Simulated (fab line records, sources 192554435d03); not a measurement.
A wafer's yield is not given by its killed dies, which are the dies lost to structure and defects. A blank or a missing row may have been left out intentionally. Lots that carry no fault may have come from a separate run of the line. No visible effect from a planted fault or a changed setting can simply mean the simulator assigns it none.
What tool caused it? ; flow n5 finfet ; 9 lots, 26 wafers sampled, at 3 steps of a route of 1938

== WHAT THE GAUGES READ, wafer by wafer ==
N5_BEOL_M4_OCD_MEAS_38.
lot;measured;on;trench depth nm (nm)
L154;day 8 04:13;ocd-02;56.2 54.7 56.0
L158;day 9 01:23;ocd-01;55.3 54.4
L164;day 11 01:43;ocd-02;63.6 60.8 60.8
L165;day 11 06:44;ocd-02;59.7 61.1 59.4
L167;day 11 17:07;ocd-01;55.2 54.4 55.2
L169;day 11 21:50;ocd-02;56.3 56.7 57.3
L171;day 12 16:36;ocd-01;55.6 57.3 55.2
L173;day 13 01:13;ocd-01;52.4 56.4 55.7
L175;day 13 17:31;ocd-02;52.3 52.4 55.6

== EACH LOT AND THE TOOL THAT RAN IT (in order: tool; ch and the chambers of the sampled wafers; start) ==
lot;N5_BEOL_M4_STRIP_19;N5_BEOL_M4_TRENCH_ETCH_37
L154;rie diel-04 ch 1,2,3, day 7 22:56;rie diel-04 ch 1,2, day 8 04:04
L158;rie diel-01 ch 0,2, day 8 13:52;rie diel-04 ch 1,3, day 9 01:14
L164;rie diel-04 ch 0,2,3, day 10 18:19;rie diel-04 ch 0,2,3, day 11 01:35
L165;rie diel-02 ch 0,2,3, day 11 02:25;rie diel-04 ch 2,3, day 11 06:35
L167;rie diel-01 ch 0,1,3, day 11 11:19;rie diel-01 ch 1,2, day 11 16:58
L169;rie diel-01 ch 1,2,3, day 11 18:04;rie diel-01 ch 0,1,3, day 11 21:41
L171;rie diel-01 ch 0,1,3, day 12 09:47;rie diel-01 ch 0,1,2, day 12 16:26
L173;rie diel-01 ch 0,1,3, day 12 23:11;rie diel-02 ch 0,2, day 13 01:04
L175;rie diel-02 ch 2,3, day 13 12:08;rie diel-02 ch 2,3, day 13 17:22
- N5_BEOL_M4_STRIP_19: strips in O2.
- N5_BEOL_M4_TRENCH_ETCH_37: etches SiOC in C4F6/O2, target depth 55.555 nm, time 29.2 s.

== THE ANSWER, worked out from the rows above alone ==
Rule: the lots themselves supply what counts as usual. Put in order of their means at a reading, lots are off if they are a third of the lots or fewer, leave a main group of 4 or more, and stand apart from it by a gap of 3 or more times the standard deviation of the main group's means; of several such gaps the widest counts. Not used: any main group whose means are identical at the precision the tables above print for the reading. Also off: a lot with no number at a reading for which 4 or more lots have one. Where the step has rows for the other lots, those lots are counted as sound.
Off at N5_BEOL_M4_OCD_MEAS_38 (trench depth nm): L164, L165. The main group has a mean of 55.2 nm with a standard deviation of 0.98.
If a tool, at a process step before that reading, ran all the lots that are off and no sound lot after the first of them, it fits. Gauges at N5_BEOL_M4_OCD_MEAS_38: tried the same way as those tools. One candidate fits, namely rie diel-04 at N5_BEOL_M4_TRENCH_ETCH_37. Its last sound lot is L158 (day 9 01:14), its first lot that is off L164 (day 11 01:35): a fault that began between those two fits.

== WHAT THE SIMULATOR HAD PUT IN ==
Drift in process parameters on rie diel-04 at N5_BEOL_M4_TRENCH_ETCH_37, starting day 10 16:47. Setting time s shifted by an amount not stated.
Shown lots that were struck: L164, L165. The rule above found the same.
